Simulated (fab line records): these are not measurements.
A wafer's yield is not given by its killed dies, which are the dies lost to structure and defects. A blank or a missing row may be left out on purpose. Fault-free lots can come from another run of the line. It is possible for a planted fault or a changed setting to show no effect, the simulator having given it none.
Matching of chambers / flow n5_finfet / 3 sister chambers for N5_BEOL_M11_STRIP_67 on rie_diel-01
The step strips in CF4. 6 wafers are shown with their chamber, then 6 later ones without.

WAFERS PAIRED WITH THEIR CHAMBERS
wafer=L083.5; chamber=3; showerhead_plenum_p_Torr (Torr)=1.80; drypump_motor_current_A (A)=6.3
wafer=L088.3; chamber=1; showerhead_plenum_p_Torr (Torr)=1.90; drypump_motor_current_A (A)=5.9
wafer=L088.4; chamber=0; showerhead_plenum_p_Torr (Torr)=1.83; drypump_motor_current_A (A)=5.8
wafer=L088.5; chamber=3; showerhead_plenum_p_Torr (Torr)=1.79; drypump_motor_current_A (A)=6.2
wafer=L089.1; chamber=1; showerhead_plenum_p_Torr (Torr)=1.90; drypump_motor_current_A (A)=5.9
wafer=L089.2; chamber=0; showerhead_plenum_p_Torr (Torr)=1.83; drypump_motor_current_A (A)=5.8

WAFERS WHOSE CHAMBER IS MISSING
wafer=L089.6; showerhead_plenum_p_Torr (Torr)=1.89; drypump_motor_current_A (A)=5.9
wafer=L092.1; showerhead_plenum_p_Torr (Torr)=1.83; drypump_motor_current_A (A)=5.8
wafer=L092.2; showerhead_plenum_p_Torr (Torr)=1.79; drypump_motor_current_A (A)=6.3
wafer=L092.5; showerhead_plenum_p_Torr (Torr)=1.83; drypump_motor_current_A (A)=5.8
wafer=L097.1; showerhead_plenum_p_Torr (Torr)=1.89; drypump_motor_current_A (A)=5.9
wafer=L097.5; showerhead_plenum_p_Torr (Torr)=1.79; drypump_motor_current_A (A)=6.3

CHAMBER TAKEN BY EACH
wafer=L089.6; from the rows above=1; in truth=1
wafer=L092.1; from the rows above=0; in truth=0
wafer=L092.2; from the rows above=3; in truth=3
wafer=L092.5; from the rows above=0; in truth=0
wafer=L097.1; from the rows above=1; in truth=1
wafer=L097.5; from the rows above=3; in truth=3
Correctly placed: 6 of 6. Number that these rows cannot place: 0. Wrongly placed: 0.
How it was worked out, from the rows above alone: a wafer's distance from a chamber is the root of the sum, over the readings, of the square of ((its reading less the chamber's mean) divided by the reading's scatter). If the next closest chamber is less than 2 further off than the closest, the wafer can't be placed; otherwise it belongs to the closest. The mean given for a chamber averages the wafers shown for that chamber. The scatter: the root of (the sum of the squares of (reading less its chamber's mean) over the shown wafers, divided by (wafers less chambers)).
